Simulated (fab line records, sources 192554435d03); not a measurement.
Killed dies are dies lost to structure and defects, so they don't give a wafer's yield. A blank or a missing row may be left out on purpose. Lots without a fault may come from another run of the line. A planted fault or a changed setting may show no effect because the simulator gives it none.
Chamber matching | flow n5_finfet | N5_BEOL_M10_STRIP_67 on rie_diel-04: 4 sister chambers
The step strips in CF4. 4 wafers are shown with their chamber, then 7 later ones without.

WAFERS WITH THEIR CHAMBER
wafer  | chamber | showerhead_plenum_p_Torr (Torr)
L086.6 | 0       | 1.86
L087.2 | 3       | 1.92
L092.1 | 1       | 1.79
L092.2 | 2       | 1.88

WAFERS WITHOUT THEIR CHAMBER
wafer  | showerhead_plenum_p_Torr (Torr)
L092.5 | 1.91
L095.2 | 1.79
L095.5 | 1.91
L095.6 | 1.87
L096.4 | 1.79
L096.5 | 1.79
L096.6 | 1.86

WHICH CHAMBER EACH WENT THROUGH
wafer  | from the rows above     | in truth
L092.5 | 3                       | 3
L095.2 | 1                       | 1
L095.5 | 3                       | 3
L095.6 | can't be placed: 2 or 0 | 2
L096.4 | 1                       | 1
L096.5 | 1                       | 1
L096.6 | 0                       | 0
Placed correctly: 6 of 7. Can't be placed from these rows: 1 (the true chamber is among the candidates in 1). Placed wrongly: 0.
How it was worked out, from the rows above alone: a wafer's distance from a chamber is the root of the sum, over the readings, of the square of ((its reading less the chamber's mean) divided by the reading's scatter). The wafer belongs to the nearest chamber; if the next one is less than 2 further off, it can't be placed. A chamber's mean is the mean of its shown wafers. The scatter: with one shown wafer a chamber, the root of the mean of the squares of how far each hidden wafer lies from its nearest shown one.
